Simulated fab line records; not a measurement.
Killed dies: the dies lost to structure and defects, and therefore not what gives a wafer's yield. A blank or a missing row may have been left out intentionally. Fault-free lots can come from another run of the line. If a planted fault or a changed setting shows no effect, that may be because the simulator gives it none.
Tool commonality check    flow n5Finfet    Sample size 10 lots and 28 wafers

REASON FOR OPENING
N5_BEOL_M4_RC_MEAS_101, reading VT_P_LONG: flagged on 2 of 10 lots. Wafers without a fault read -275 mV, standard deviation 3.1.
Rule: a lot gets a flag if all its wafers with a number sit over 4 standard deviations from that mean, or if no wafer of it has a number. The other lots count as sound.

lot   measured      on         VT_P_LONG (mV), wafer by wafer  flag
L557  day 9 04:32   prober-02  -274 -275 -274                  
L558  day 9 11:28   prober-01  -274 -274 -273                  
L559  day 9 15:00   prober-01  -275 -275 -276                  
L560  day 9 17:33   prober-02  -273 -272 -275                  
L562  day 9 21:05   prober-01  -275 -275 -274                  
L575  day 13 08:51  prober-02  -383 -382 -385                  FLAGGED
L574  day 13 09:13  prober-01  -386 -385 -389                  FLAGGED
L576  day 14 03:44  prober-02  -267 -269                       
L578  day 14 05:49  prober-01  -277 -274 -275                  
L579  day 15 04:48  prober-01  -274 -276                       
The numbers of the flagged lots are -385 mV on average: -110 mV against the usual, or -35 standard deviations.

LOT BY LOT: THE TOOL USED
2 process steps preceding the reading are held in the record, out of 1938 steps in the route. Each cell gives the tool, then ch followed by the chambers the sampled wafers passed through, then the start.
lot   flag     N5_HKMG_FIN_ALD_36                 N5_HKMG_FIN_PWFM_ALD_03
L557           aldMetal-02 ch 0,3, day 4 12:53    aldMetal-01 ch 1,2, day 4 13:13
L558           aldMetal-02 ch 0,1,2, day 4 21:16  aldMetal-01 ch 1,2,3, day 4 21:35
L559           aldMetal-02 ch 1,2,3, day 5 04:22  aldMetal-01 ch 0,2,3, day 5 04:40
L560           aldMetal-01 ch 2,3, day 5 07:35    aldMetal-01 ch 1,2,3, day 5 07:55
L562           aldMetal-03 ch 2,3, day 5 12:50    aldMetal-02 ch 1,2,3, day 5 13:10
L575  FLAGGED  aldMetal-02 ch 0,1,2, day 8 20:08  aldMetal-01 ch 0,1,2, day 8 20:28
L574  FLAGGED  aldMetal-02 ch 0,1, day 8 14:33    aldMetal-03 ch 0,2,3, day 8 14:52
L576           aldMetal-01 ch 0,1, day 9 03:34    aldMetal-02 ch 0,3, day 9 03:52
L578           aldMetal-02 ch 0,1, day 9 14:19    aldMetal-01 ch 2,3, day 9 14:38
L579           aldMetal-01 ch 1,2, day 9 20:44    aldMetal-01 ch 2,3, day 9 21:04
These steps, and what they do:
- N5_HKMG_FIN_ALD_36: deposits TiN, target thk 1 nm, pulse time 1 s, purge time 3 s.
- N5_HKMG_FIN_PWFM_ALD_03: deposits TiN, target thk 2 nm, pulse time 1 s, purge time 3 s.
- N5_BEOL_M4_RC_MEAS_101

FLAGGED OVER TOTAL, TOOL BY TOOL (the gauges that took the reading come last)
step                     tool         lots run  flagged  share of the flagged lots  sound lots run after its first flagged lot
N5_HKMG_FIN_ALD_36       aldMetal-01  3         0        none                       -
N5_HKMG_FIN_ALD_36       aldMetal-02  6         2        all                        1 (L578)
N5_HKMG_FIN_ALD_36       aldMetal-03  1         0        none                       -
N5_HKMG_FIN_PWFM_ALD_03  aldMetal-01  7         1        some                       2 (L578,L579)
N5_HKMG_FIN_PWFM_ALD_03  aldMetal-02  2         0        none                       -
N5_HKMG_FIN_PWFM_ALD_03  aldMetal-03  1         1        some                       0
N5_BEOL_M4_RC_MEAS_101   prober-01    6         1        some                       2 (L578,L579)
N5_BEOL_M4_RC_MEAS_101   prober-02    4         1        some                       1 (L576)

WHAT THE TABLE ALLOWS
In the table, 1 row covers all flagged lots: aldMetal-02 at N5_HKMG_FIN_ALD_36.
- aldMetal-02 at N5_HKMG_FIN_ALD_36: 2 of its 6 lots flagged. Lots that were sound ran on it after the first flagged one (L578); a persistent fault on the entire tool would not allow that.
Every row of the table either missed a flagged lot or ran a sound lot after the first.

WHAT WAS PUT IN BY THE SIMULATOR
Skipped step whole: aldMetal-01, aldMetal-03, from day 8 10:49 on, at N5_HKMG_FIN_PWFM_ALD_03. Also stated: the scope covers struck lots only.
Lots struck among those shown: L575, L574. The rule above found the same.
